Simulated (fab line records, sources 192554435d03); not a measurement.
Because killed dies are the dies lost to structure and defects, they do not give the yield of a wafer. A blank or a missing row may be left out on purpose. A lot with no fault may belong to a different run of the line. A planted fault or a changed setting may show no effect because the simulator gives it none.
fab line records	flow n5-finfet
record lots=4	wafers=12	last-day=15
route steps=1938 shown BEOL_M4@1099 BEOL_M5@1112 BEOL_M7@1285 PASSIVATION@1936
lots that met no fault: from a run of the same line without faults
start-h: hours from the record's opening day to when the first of the lot's shown wafers began	wait-h: hours elapsed since this lot's preceding step	" identical to the entry in the row above	L1.1+2: one row covering several wafers at once	- no value present, or no start provided	* or withheld: withheld	< > ~ a bound
route shown NAME@n: names a module that has steps shown in the file, with the first one's number in the route	usual: mean/standard deviation taken from wafers without a fault	same: alike in all rows	chamber/n: place in a boat	sites: each site's reading	_std_site: standard deviation across them	_edge_site: outer sites' mean less inner sites'	radius-mm: for every site, how far away it sits from the centre of the wafer	mask NAME#n: copy n	behind: tool/chamber where the wafer was last shaped	hold: what put the lot on hold/how long, in hours/how the hold closed	device: names the non-switching transistor (n, p or np)	end of line: the route-end tests of the same wafers	a step without rows: its recipe alone	killed: count of dies lost to structure and defects at first sort (not the wafer's yield)	map: dies across one wafer; x = killed, . = not, _ = none there
set.NAME: the run value of the setting; set.NAME@STEP: its run value at that earlier step	model.NAME: the simulator's own value behind a step, which no gauge read
certain route steps with their lots: each step a table, each wafer a row
services: from which hour (start-h, from the record's first day; less than 0 if before it) a tool's chamber was out of use, for how many hours, and why
## steps
# step N5_BEOL_M4_ANNEAL_95
# recipe temp-c=400	time-s=240	ambient=vacuum
# step N5_BEOL_M4_SPUTTER_96
# recipe material=Cu	target-thk-a=45	temp-c=-20	chamber-pressure-pa=0.07	power-w=withheld	time-s=8.29
# step N5_BEOL_M4_ECD_50
# recipe material=Cu	target-thk-a=3000
# step N5_BEOL_M4_ANNEAL_51
# recipe temp-c=225	time-s=90	ambient=N2
# step N5_BEOL_M4_CMP_52
# recipe stop-on=SiOC	t-overpolish-s=6.8	down-force-psi=1	platen-rpm=50	clearing-platen-down-force-psi=1.5	clearing-platen-rpm=50	post-cmp-clean=cu-alkaline	target-thk-nm=40	clearing-platen-pad-velocity-m-s=0.99484	pad-velocity-m-s=0.99484
# step N5_BEOL_M4_PRE_CLEAN_60
# recipe gas=NH3/H2	time-s=15	temp-c=*	rf-power-w=300
# step N5_BEOL_M4_CO_CAP_55
# recipe material=Co	target-thk-a=20	temp-c=200	precursor=CCTBA/H2	pressure-torr=30	time-s=102.1
# step N5_BEOL_M4_PRE_CLEAN_56
# recipe gas=NH3	time-s=15	temp-c=withheld	rf-power-w=300
# step N5_BEOL_M4_DEP_57
# recipe material=SiCN	target-thk-a=80	temp-c=withheld	precursor=3MS/NH3	pressure-torr=3	rf-w=202	time-s=14
# step N5_BEOL_M4_RC_MEAS_101
# usual DIBL_N=36.3/1.2	DIBL_P=36.1/1.6	IOFF_N=0.161/0.023	IOFF_P=0.209/0.027	ION_N=676/8.9	ION_P=462/5.3	SS_N=71.5/0.51	SS_P=73.2/0.5	VT_N=249.1/2.5	VT_P=-249.9/2.8
lot.wafer	tool	chamber	start-h	wait-h	DIBL_N[mV/V]	DIBL_P[mV/V]	IOFF_N[nA/um]	IOFF_P[nA/um]	ION_N[uA/um]	ION_P[uA/um]	SS_N[mV/dec]	SS_P[mV/dec]	VT_N[mV]	VT_P[mV]
L198.1	prober-01	0	176.14	0.0	36.3	36.0	0.161	0.207	675	462	70.5	73.5	248.5	-251.2
L198.4	"	0	"	"	37.6	38.1	0.182	0.240	684	469	71.1	73.9	246.4	-248.3
L198.6	"	0	"	"	38.5	38.9	0.208	0.257	691	472	72.2	73.5	244.1	-243.6
L211.2	prober-02	0	255.40	0.2	37.6	37.7	0.207	0.212	692	462	71.4	73.6	242.1	-253.8
L211.3	"	0	"	"	36.2	37.0	0.164	0.195	668	455	70.7	73.3	247.9	-252.8
L211.5	"	0	"	"	35.6	35.3	0.158	0.183	678	454	71.6	72.9	246.3	-254.3
L213.1	prober-01	0	256.56	0.0	38.4	36.6	0.189	0.214	680	463	71.4	73.3	246.8	-251.5
L213.4	"	0	"	"	37.1	35.1	0.146	0.190	663	459	71.3	73.0	252.3	-252.8
L213.6	"	0	"	"	37.0	35.6	0.159	0.202	673	458	71.1	72.6	248.4	-249.5
L214.2	prober-02	0	268.85	0.2	37.9	39.8	0.212	0.239	690	469	72.2	73.5	244.8	-250.4
L214.4	"	0	"	"	36.1	37.9	0.167	0.207	691	469	71.4	73.0	246.9	-252.0
L214.5	"	0	"	"	37.4	40.0	0.206	0.255	696	475	72.4	74.2	245.6	-247.9
# step N5_BEOL_M5_ILD_DEP_00
# recipe material=SiCOH_lowk	target-thk-a=1406.4	temp-c=300	precursor=DEMS/porogen	pressure-torr=5	rf-w=500	time-s=25.9
# step N5_BEOL_M5_CURE_79
# recipe temp-c=385	time-s=240	ambient=He/Ar	material=SiCOH_lowk
# step N5_BEOL_M5_PECVD_70
# recipe material=SiO2	target-thk-a=160	temp-c=400	precursor=TEOS/O2	pressure-torr=5.5	rf-w=450	teos-flow-sccm=53.8	gas=O2	flow-sccm=3000	time-s=18
# step N5_BEOL_M5_HM_DEP_02
# recipe material=TiN	target-thk-a=200	temp-c=25	chamber-pressure-pa=0.49996
# step N5_BEOL_M5_COAT_59
# recipe resist=SOC	temp-c=250	time-s=60	spin-rpm=1500	resist-thk-nm=60
# step N5_BEOL_M5_COAT_60
# recipe resist=SiARC	temp-c=220	time-s=60	spin-rpm=1500	resist-thk-nm=12
# step N5_BEOL_M5_COAT_71
# recipe resist=underlayer	temp-c=205	time-s=60	spin-rpm=1500	resist-thk-nm=5
# step N5_BEOL_M5_COAT_05
# recipe resist=CAR-EUV	spin-rpm=1500	resist-thk-nm=30
# step N5_BEOL_M5_EBR_07
# recipe solvent=PGMEA	ebr-width-mm=1.5
# step N5_BEOL_M5_SOFTBAKE_06
# recipe temp-c=110	time-s=60	resist=CAR-EUV
# step N5_BEOL_M5_EXPOSE_08
# recipe mask-id=M5	na=0.33	source-shape=annular	sigma-inner=0.4	sigma-outer=0.8	polarization=unpolarized	target-cd-nm=28	dose-mj=35.75
# step N5_BEOL_M5_PEB_09
# recipe peb-temp-c=100	peb-time-s=60	resist=CAR-EUV
# step N5_BEOL_M5_DEVELOP_10
# recipe develop-time-s=30	developer=TMAH	resist=CAR-EUV	rinse-liquid=surfactant-rinse	dry=air-spin	dev-temp-c=23
# step N5_BEOL_M5_DESCUM_16
# recipe chemistry=O2	time-s=7	source-power-w=50	bias-power-w=20	pressure-mtorr=20	rf-frequency-hz=2.712e+07	temp-c=40	resist=CAR-EUV	o2-flow-sccm=225
# step N5_BEOL_M5_ETCH_72
# recipe chemistry=N2/H2	target=underlayer	target-depth-a=65	mask-material=CAR-EUV	time-s=5.2	ion-energy-ev=200	pressure-mtorr=30	source-w=840	bias-w=150	n2-flow-sccm=200	h2-flow-sccm=200	ends=cleared
# step N5_BEOL_M5_ETCH_61
# recipe chemistry=CF4	target=SiARC	target-depth-a=156	mask-material=CAR-EUV	time-s=26	ion-energy-ev=80	pressure-mtorr=40	source-w=545	bias-w=36	Ar_flow_sccm=100	cf4-flow-sccm=100	ends=cleared
# step N5_BEOL_M5_ETCH_62
# recipe chemistry=N2/H2	target=SOC	target-depth-a=750	overetch-a=150	mask-material=SiARC	temp-c=40	time-s=112.5	ion-energy-ev=200	pressure-mtorr=30	source-w=840	bias-w=150	n2-flow-sccm=200	h2-flow-sccm=200
# step N5_BEOL_M5_STRIP_63
# recipe chemistry=N2/H2	temp-c=40	n2-flow-sccm=200	h2-flow-sccm=200	rf-frequency-hz=6e+07
# step N5_BEOL_M5_STRIP_73
# recipe chemistry=N2/H2	temp-c=40	n2-flow-sccm=200	h2-flow-sccm=200	rf-frequency-hz=6e+07
# step N5_BEOL_M5_STRIP_64
# recipe chemistry=CF4	resist=SiARC	power-w=300	bias-power-w=75	pressure-mtorr=50	cf4-flow-sccm=150	rf-frequency-hz=6e+07
# step N5_BEOL_M5_HM_OPEN_17
# recipe chemistry=Cl2/BCl3	target-depth-a=200	overetch-a=60	target=TiN	mask-material=SOC	ion-energy-ev=150	pressure-mtorr=10	icp-w=1000	bias-w=126	Cl2_flow_sccm=53.25	bcl3-flow-sccm=21.75	Ar_flow_sccm=25
# step N5_BEOL_M5_STRIP_19
# recipe chemistry=O2	power-w=400	temp-c=40	pressure-mtorr=30	rf-frequency-hz=6e+07	bias-power-w=0	overash-fraction=0.2	o2-flow-sccm=225
# step N5_BEOL_M5_COAT_65
# recipe resist=SOC	temp-c=250	time-s=60	spin-rpm=1500	resist-thk-nm=60
# step N5_BEOL_M5_COAT_66
# recipe resist=SiARC	temp-c=220	time-s=60	spin-rpm=1500	resist-thk-nm=12
# step N5_BEOL_M7_STRIP_19
# recipe chemistry=O2	power-w=400	temp-c=40	pressure-mtorr=30	rf-frequency-hz=6e+07	bias-power-w=0	overash-fraction=0.2	o2-flow-sccm=225
# usual bias-power-w=0/0	chamber-pressure-mTorr=30.00/0.032	drypump-motor-current-A=5.9/0.36	oes-product-au=0.80/0.081	rf-vpp-V=3.7/0.59	showerhead-plenum-p-Torr=2.13/0.088	throttle-valve-pct=16.60/0.23
lot.wafer	tool	chamber	start-h	wait-h	bias-power-w	chamber-pressure-mTorr	drypump-motor-current-A	oes-product-au	rf-hours-counter-h	rf-vpp-V	showerhead-plenum-p-Torr	throttle-valve-pct	model.SOC_of_BEOL_M7_COAT_59.thk-nm
L198.1	rie-diel-02	1	201.44	0.1	0	30.00	6.2	0.74	158	4.4	2.18	16.39	0
L198.4	"	2	"	"	0	30.02	6.2	0.73	-	4.4	1.99	17.00	0
L198.6	"	1	"	"	0	30.00	6.2	0.75	-	2.2	2.18	16.42	0
L211.2	rie-diel-02	2	278.67	0.1	0	29.97	6.2	0.72	218	3.5	1.98	17.06	0
L211.3	"	1	"	"	0	29.94	6.2	0.72	185	3.1	2.17	16.45	0
L211.5	"	2	"	"	0	29.98	6.2	0.72	-	3.2	1.98	17.06	0
L213.1	rie-diel-03	1	278.71	0.1	-	-	-	-	-	-	-	-	92
L213.4	"	2	"	"	-	-	-	-	-	-	-	-	91.8
L213.6	"	0	"	"	-	-	-	-	-	-	-	-	91.6
L214.2	rie-diel-02	1	292.21	0.1	-	-	-	-	-	-	-	-	92
L214.4	"	0	"	"	-	-	-	-	-	-	-	-	92
L214.5	"	2	"	"	-	-	-	-	-	-	-	-	92.2
# step N5_BEOL_M7_ETCH_66
# recipe chemistry=N2/H2	target=SOC	target-depth-a=800	overetch-a=160	mask-material=SiARC	temp-c=40	time-s=120	ion-energy-ev=200	pressure-mtorr=30	source-w=840	bias-w=150	n2-flow-sccm=200	h2-flow-sccm=200
# usual drypump-motor-current-A=5.9/0.42	oes-product-au=0.62/0.059	rf-fwd-power-W=834.9/2.7	rf-vpp-V=524.4/2.6	showerhead-plenum-p-Torr=2.56/0.092	throttle-valve-pct=17.80/0.26
lot.wafer	tool	chamber	start-h	wait-h	drypump-motor-current-A	oes-product-au	rf-fwd-power-W	rf-hours-counter-h	rf-vpp-V	showerhead-plenum-p-Torr	throttle-valve-pct	model.etch.depth-nm
L198.1	rie-diel-03	3	203.68	0.0	5.3	0.72	831.0	2	523.0	2.50	17.73	59.98
L198.4	"	0	"	"	6.7	0.67	834.7	31	523.1	2.49	17.74	59.81
L198.6	"	3	"	"	5.3	0.73	834.1	-	522.3	2.50	17.71	59.81
L213.1	rie-diel-06	1	279.66	0.0	6.2	0.88	833.1	44	525.1	2.58	17.48	98.51
L213.4	"	3	"	"	5.8	0.81	837.0	112	527.2	2.67	17.71	96.06
L213.6	"	1	"	"	6.2	0.88	834.0	-	525.2	2.58	17.49	98.25
L211.2	rie-diel-02	1	279.88	0.0	6.2	0.55	833.7	185	526.1	2.64	17.52	60
L211.3	"	3	"	"	5.6	0.66	835.8	42	527.6	2.70	17.63	59.88
L211.5	"	2	"	"	6.2	0.55	833.7	-	520.7	2.41	18.24	59.71
L214.2	rie-diel-06	3	292.95	0.0	5.8	0.79	838.4	116	526.4	2.67	17.73	94.31
L214.4	"	1	"	"	6.1	0.88	831.1	49	525.8	2.58	17.51	97.21
L214.5	"	0	"	"	6.0	0.93	838.6	-	521.7	2.49	17.65	95.76
# step N5_BEOL_M7_VIA_ETCH_34
# recipe chemistry=C4F6/O2	target=SiCOH_lowk	target-depth-a=1255	mask-material=SOC	taper-deg=4	time-s=50.5	ion-energy-ev=250	pressure-mtorr=30	source-w=345	bias-w=185	Ar_flow_sccm=300	C4F6_flow_sccm=10	O2_flow_sccm=10
# usual C4F6_flow_sccm=10.00/0.031	drypump-motor-current-A=5.9/0.42	oes-product-au=0.81/0.084	rf-fwd-power-W=341.0/1.1	rf-vpp-V=667/8.2	showerhead-plenum-p-Torr=2.87/0.099	throttle-valve-pct=20.86/0.22
lot.wafer	tool	chamber	start-h	wait-h	C4F6_flow_sccm	drypump-motor-current-A	oes-product-au	rf-fwd-power-W	rf-hours-counter-h	rf-vpp-V	showerhead-plenum-p-Torr	throttle-valve-pct
L198.1	rie-diel-03	3	203.78	0.0	9.99	5.3	0.97	340.6	2	677	2.81	20.95
L198.4	"	0	"	"	10.01	6.7	0.88	341.5	31	678	2.79	20.82
L198.6	"	3	"	"	9.96	5.3	0.97	340.8	-	678	2.81	20.94
L213.1	rie-diel-06	1	279.76	0.0	10.00	6.1	0.33	343.0	44	659	2.90	20.52
L213.4	"	3	"	"	10.00	5.9	0.30	340.4	112	656	2.98	20.48
L213.6	"	1	"	"	9.99	6.1	0.33	342.8	-	659	2.90	20.50
L211.2	rie-diel-02	1	279.98	0.0	10.01	6.2	0.71	341.9	185	675	2.94	20.59
L211.3	"	3	"	"	10.01	5.6	0.88	340.7	42	669	3.02	20.84
L211.5	"	2	"	"	10.01	6.2	0.72	341.5	-	661	2.71	21.33
L214.2	rie-diel-06	3	293.05	0.0	9.99	5.9	0.31	340.6	116	657	2.97	20.49
L214.4	"	1	"	"	10.05	6.2	0.33	340.0	49	657	2.90	20.50
L214.5	"	0	"	"	9.98	6.0	0.35	343.4	-	655	2.80	20.58
# step N5_PASSIVATION_PROBE_49
# usual defect-limited-yield=91.3/1.5	killed_at_M0_to_M3=35/10	killed_at_M4_up=13/5.3	killed-at-contacts=12/5.7	killed-at-front-end=39/11	killed-at-other=3.3/2.7	killed-dies=102/18	killed-on-rim=13/4	killed-open=67/13	killed-short=34/7.8	sort_bin_5_function=5.1/1	sort_bin_6_memory=3.3/0.68	sort-n-pass=1078/18	sort-yield-pct=91.3/1.5
# same gross-dies=1180	killed-at-back-side=0	sort_bin_4_leakage[%]=0	sort_bin_8_speed[%]=0
lot.wafer	tool	chamber	start-h	wait-h	defect-limited-yield[%]	killed_at_M0_to_M3	killed_at_M4_up	killed-at-contacts	killed-at-front-end	killed-at-other	killed-dies	killed-on-rim	killed-open	killed-short	sort_bin_5_function[%]	sort_bin_6_memory[%]	sort-n-pass	sort-yield-pct[%]
L198.1	prober-01	-	273.95	0.0	87.8	50	17	14	56	7	144	20	91	46	7.5	4.5	1036	87.8
L198.4	prober-01	-	274.10	0.2	89.7	33	15	3	64	7	122	17	79	40	5.5	4.2	1058	89.7
L198.6	prober-01	-	274.20	0.3	90.4	23	13	10	60	7	113	12	75	37	5.0	4.2	1067	90.4
L213.1	prober-02	-	358.48	0.0	0	39	1084	12	40	5	1180	152	71	36	95.4	4.2	0	0
L213.4	prober-02	-	358.63	0.2	0	36	1115	6	21	2	1180	152	58	14	97.5	2.5	0	0
L213.6	prober-02	-	358.73	0.3	0	45	1077	6	49	3	1180	152	72	42	95.2	4.2	0	0
L211.2	prober-02	-	358.83	0.4	89.4	47	18	11	46	3	125	17	77	46	6.2	3.7	1055	89.4
L211.3	prober-02	-	358.88	0.4	91.8	21	15	14	42	5	97	9	67	30	4.8	3.1	1083	91.8
L211.5	prober-02	-	358.98	0.5	89.5	47	23	20	34	0	124	21	76	48	6.7	3.7	1056	89.5
L214.2	prober-02	-	370.09	0.1	0	23	1107	6	40	4	1180	152	59	25	97.3	2.4	0	0
L214.4	prober-02	-	370.19	0.2	0	35	1092	3	45	5	1180	152	65	40	95.7	3.9	0	0
L214.5	prober-02	-	370.24	0.2	0	29	1077	7	64	3	1180	152	67	43	95.3	4.5	0	0
# killed by level:class
L198.1 BEOL_M2:geometric-particle:open=20 FIN_SAQP:geometric-particle:open=18 FIN_SAQP:geometric-particle:short=10 BEOL_M0_SAQP:geometric-particle:open=10 BEOL_M4:geometric-particle:open=9 MOL_CONTACT_COAG:geometric-particle:open=8 BEOL_M0_SAQP:geometric-particle:short=7 DUMMY_GATE:geometric-particle:open=6
L198.4 FIN_SAQP:geometric-particle:open=24 FIN_SAQP:geometric-particle:short=14 BEOL_M2:geometric-particle:open=11 BEOL_M3:geometric-particle:open=7 STI_FIN_REVEAL:geometric-particle:open=5 BEOL_M0:geometric-particle:open=5 BEOL_M4:geometric-particle:open=5 GATE_CUT:geometric-particle:short=3
L198.6 FIN_SAQP:geometric-particle:open=24 FIN_SAQP:geometric-particle:short=13 STI_FIN_REVEAL:geometric-particle:open=8 MOL_CONTACT_COAG:geometric-particle:open=8 BEOL_M4:geometric-particle:open=8 BEOL_M0_SAQP:geometric-particle:short=6 BEOL_M2:geometric-particle:open=5 BEOL_M0_SAQP:geometric-particle:open=5
L213.1 BEOL_M7:area-etch=1060 BEOL_M7:plasma-strip-residue=13 MOL_CONTACT_COAG:geometric-particle:open=9 BEOL_M3:geometric-particle:open=9 BEOL_M2:geometric-particle:open=8 GATE_CUT:geometric-particle:open=7 BEOL_M0_SAQP:geometric-particle:short=7 GATE_CUT:geometric-particle:short=6
L213.4 BEOL_M7:area-etch=1100 BEOL_M1:geometric-particle:open=13 BEOL_M0_SAQP:geometric-particle:open=9 BEOL_M3:geometric-particle:open=7 BEOL_M7:plasma-strip-residue=7 STI_FIN_REVEAL:geometric-particle:open=6 BEOL_M4:geometric-particle:open=6 MOL_CONTACT_COAG:geometric-particle:open=4
L213.6 BEOL_M7:area-etch=1056 BEOL_M3:geometric-particle:open=15 GATE_CUT:geometric-particle:short=10 BEOL_M7:plasma-strip-residue=10 BEOL_M1:geometric-particle:open=7 GATE_CUT:geometric-particle:open=7 FIN_SAQP:geometric-particle:open=6 STI_FIN_REVEAL:geometric-particle:open=6
L211.2 BEOL_M0_SAQP:geometric-particle:open=12 MOL_CONTACT_COAG:geometric-particle:open=11 BEOL_M0_SAQP:geometric-particle:short=9 FIN_SAQP:geometric-particle:short=8 BEOL_M0:geometric-particle:open=7 BEOL_M2:geometric-particle:open=7 FIN_SAQP:geometric-particle:open=6 GATE_CUT:geometric-particle:open=6
L211.3 BEOL_M4:geometric-particle:open=11 FIN_SAQP:geometric-particle:open=10 STI_FIN_REVEAL:geometric-particle:open=10 MOL_CONTACT_COAG:geometric-particle:open=10 BEOL_M0_SAQP:geometric-particle:open=8 FIN_SAQP:geometric-particle:short=6 MOL_CONTACT_COAG:geometric-particle:short=4 STARTING-WAFER:geometric-particle:short=4
L211.5 MOL_CONTACT_COAG:geometric-particle:open=16 FIN_SAQP:geometric-particle:short=13 BEOL_M0_SAQP:geometric-particle:short=10 BEOL_M0:geometric-particle:open=9 BEOL_M1:geometric-particle:open=8 BEOL_M4:geometric-particle:open=7 FIN_SAQP:geometric-particle:open=6 BEOL_M3:geometric-particle:open=5
L214.2 BEOL_M7:area-etch=1084 STI_FIN_REVEAL:geometric-particle:open=10 BEOL_M7:plasma-strip-residue=10 GATE_CUT:geometric-particle:open=9 BEOL_M1:geometric-particle:open=9 BEOL_M0_SAQP:geometric-particle:short=5 FIN_SAQP:geometric-particle:open=4 MOL_CONTACT_COAG:geometric-particle:open=4
L214.4 BEOL_M7:area-etch=1064 BEOL_M7:plasma-strip-residue=11 FIN_SAQP:geometric-particle:open=10 STI_FIN_REVEAL:geometric-particle:open=10 FIN_SAQP:geometric-particle:short=9 BEOL_M0_SAQP:geometric-particle:short=9 BEOL_M0_SAQP:geometric-particle:open=7 BEOL_M1:geometric-particle:open=7
L214.5 BEOL_M7:area-etch=1055 FIN_SAQP:geometric-particle:open=15 BEOL_M7:plasma-strip-residue=15 STI_FIN_REVEAL:geometric-particle:open=11 BEOL_M0_SAQP:geometric-particle:short=8 FIN_SAQP:geometric-particle:short=7 MOL_CONTACT_COAG:geometric-particle:open=7 STI_FIN_REVEAL:geometric-particle:short=7
# map L213.1 (x killed, . not)
_________________xxxxxxxxxxxx________________
______________xxxxxxxxxxxxxxxxxx_____________
___________xxxxxxxxxxxxxxxxxxxxxxxx__________
__________xxxxxxxxxxxxxxxxxxxxxxxxxx_________
________xxxxxxxxxxxxxxxxxxxxxxxxxxxxxx_______
_______xxxxxxxxxxxxxxxxxxxxxxxxxxxxxxxx______
______xxxxxxxxxxxxxxxxxxxxxxxxxxxxxxxxxx_____
_____xxxxxxxxxxxxxxxxxxxxxxxxxxxxxxxxxxxx____
____xxxxxxxxxxxxxxxxxxxxxxxxxxxxxxxxxxxxxx___
___xxxxxxxxxxxxxxxxxxxxxxxxxxxxxxxxxxxxxxxx__
___xxxxxxxxxxxxxxxxxxxxxxxxxxxxxxxxxxxxxxxx__
__xxxxxxxxxxxxxxxxxxxxxxxxxxxxxxxxxxxxxxxxxx_
__xxxxxxxxxxxxxxxxxxxxxxxxxxxxxxxxxxxxxxxxxx_
_xxxxxxxxxxxxxxxxxxxxxxxxxxxxxxxxxxxxxxxxxxxx
_xxxxxxxxxxxxxxxxxxxxxxxxxxxxxxxxxxxxxxxxxxxx
_xxxxxxxxxxxxxxxxxxxxxxxxxxxxxxxxxxxxxxxxxxxx
_xxxxxxxxxxxxxxxxxxxxxxxxxxxxxxxxxxxxxxxxxxxx
_xxxxxxxxxxxxxxxxxxxxxxxxxxxxxxxxxxxxxxxxxxxx
_xxxxxxxxxxxxxxxxxxxxxxxxxxxxxxxxxxxxxxxxxxxx
_xxxxxxxxxxxxxxxxxxxxxxxxxxxxxxxxxxxxxxxxxxxx
_xxxxxxxxxxxxxxxxxxxxxxxxxxxxxxxxxxxxxxxxxxxx
__xxxxxxxxxxxxxxxxxxxxxxxxxxxxxxxxxxxxxxxxxx_
__xxxxxxxxxxxxxxxxxxxxxxxxxxxxxxxxxxxxxxxxxx_
___xxxxxxxxxxxxxxxxxxxxxxxxxxxxxxxxxxxxxxxx__
___xxxxxxxxxxxxxxxxxxxxxxxxxxxxxxxxxxxxxxxx__
____xxxxxxxxxxxxxxxxxxxxxxxxxxxxxxxxxxxxxx___
_____xxxxxxxxxxxxxxxxxxxxxxxxxxxxxxxxxxxx____
______xxxxxxxxxxxxxxxxxxxxxxxxxxxxxxxxxx_____
_______xxxxxxxxxxxxxxxxxxxxxxxxxxxxxxxx______
________xxxxxxxxxxxxxxxxxxxxxxxxxxxxxx_______
__________xxxxxxxxxxxxxxxxxxxxxxxxxx_________
___________xxxxxxxxxxxxxxxxxxxxxxxx__________
______________xxxxxxxxxxxxxxxxxx_____________
_________________xxxxxxxxxxxx________________
# map L214.2 (x killed, . not)
_________________xxxxxxxxxxxx________________
______________xxxxxxxxxxxxxxxxxx_____________
___________xxxxxxxxxxxxxxxxxxxxxxxx__________
__________xxxxxxxxxxxxxxxxxxxxxxxxxx_________
________xxxxxxxxxxxxxxxxxxxxxxxxxxxxxx_______
_______xxxxxxxxxxxxxxxxxxxxxxxxxxxxxxxx______
______xxxxxxxxxxxxxxxxxxxxxxxxxxxxxxxxxx_____
_____xxxxxxxxxxxxxxxxxxxxxxxxxxxxxxxxxxxx____
____xxxxxxxxxxxxxxxxxxxxxxxxxxxxxxxxxxxxxx___
___xxxxxxxxxxxxxxxxxxxxxxxxxxxxxxxxxxxxxxxx__
___xxxxxxxxxxxxxxxxxxxxxxxxxxxxxxxxxxxxxxxx__
__xxxxxxxxxxxxxxxxxxxxxxxxxxxxxxxxxxxxxxxxxx_
__xxxxxxxxxxxxxxxxxxxxxxxxxxxxxxxxxxxxxxxxxx_
_xxxxxxxxxxxxxxxxxxxxxxxxxxxxxxxxxxxxxxxxxxxx
_xxxxxxxxxxxxxxxxxxxxxxxxxxxxxxxxxxxxxxxxxxxx
_xxxxxxxxxxxxxxxxxxxxxxxxxxxxxxxxxxxxxxxxxxxx
_xxxxxxxxxxxxxxxxxxxxxxxxxxxxxxxxxxxxxxxxxxxx
_xxxxxxxxxxxxxxxxxxxxxxxxxxxxxxxxxxxxxxxxxxxx
_xxxxxxxxxxxxxxxxxxxxxxxxxxxxxxxxxxxxxxxxxxxx
_xxxxxxxxxxxxxxxxxxxxxxxxxxxxxxxxxxxxxxxxxxxx
_xxxxxxxxxxxxxxxxxxxxxxxxxxxxxxxxxxxxxxxxxxxx
__xxxxxxxxxxxxxxxxxxxxxxxxxxxxxxxxxxxxxxxxxx_
__xxxxxxxxxxxxxxxxxxxxxxxxxxxxxxxxxxxxxxxxxx_
___xxxxxxxxxxxxxxxxxxxxxxxxxxxxxxxxxxxxxxxx__
___xxxxxxxxxxxxxxxxxxxxxxxxxxxxxxxxxxxxxxxx__
____xxxxxxxxxxxxxxxxxxxxxxxxxxxxxxxxxxxxxx___
_____xxxxxxxxxxxxxxxxxxxxxxxxxxxxxxxxxxxx____
______xxxxxxxxxxxxxxxxxxxxxxxxxxxxxxxxxx_____
_______xxxxxxxxxxxxxxxxxxxxxxxxxxxxxxxx______
________xxxxxxxxxxxxxxxxxxxxxxxxxxxxxx_______
__________xxxxxxxxxxxxxxxxxxxxxxxxxx_________
___________xxxxxxxxxxxxxxxxxxxxxxxx__________
______________xxxxxxxxxxxxxxxxxx_____________
_________________xxxxxxxxxxxx________________
## services
tool	chamber	start-h	hours	kind
rie-diel-06	-	179.18	14.6	pm
rie-diel-03	3	179.37	-	clean
rie-diel-03	3	179.37	-	consumable-replace:focus-ring
rie-diel-03	3	179.37	16.3	scheduled-down
rie-diel-03	3	179.37	16.3	vent-cycle
rie-diel-02	0	201.01	9.1	repair
rie-diel-02	2	223.76	6.1	repair
rie-diel-06	0	229.98	-	clean
rie-diel-06	0	229.98	-	consumable-replace:focus-ring
rie-diel-06	0	229.98	14.3	scheduled-down
rie-diel-06	0	229.98	14.3	vent-cycle
rie-diel-02	2	237.18	4.4	repair
rie-diel-06	2	241.17	1.2	repair
rie-diel-06	3	259.63	4.8	repair
## key
first-sign step=N5_BEOL_M7_STRIP_19	reading=tool-record	direction=missing
effect step=N5_BEOL_M7_ETCH_66	reading=oes-product-au	direction=up	sigmas=4	usual=0.62	struck=0.86
effect step=N5_BEOL_M7_VIA_ETCH_34	reading=oes-product-au	direction=down	sigmas=5.8	usual=0.81	struck=0.32
effect step=N5_PASSIVATION_PROBE_49	reading=killed_at_M4_up	direction=up	sigmas=99+	usual=13	struck=1092
model-effect step=N5_BEOL_M7_STRIP_19	value=SOC_of_BEOL_M7_COAT_59.thk-nm	without=0	struck=91.93
model-effect step=N5_BEOL_M7_ETCH_66	value=etch.depth-nm	without=60	struck=96.68
more-kills-born-at N5_BEOL_M7_ETCH_66@rie-diel-06=6419
met-at N5_BEOL_M7_STRIP_19
struck-wafers L213.1,L213.4,L213.6,L214.2,L214.4,L214.5
later-rows-left-out L213.1,L213.4,L213.6,L214.2,L214.4,L214.5
onset-between 278.67 278.71
fault kind=skipped-step-whole	tool=rie-diel-02,rie-diel-03	chamber=-	onset-h=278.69	steps=N5_BEOL_M7_STRIP_19	scope=struck-lots-only
# later-rows-left-out: the simulator's readings of these wafers behind a module that went badly wrong aren't trusted and aren't shown, but for the sort
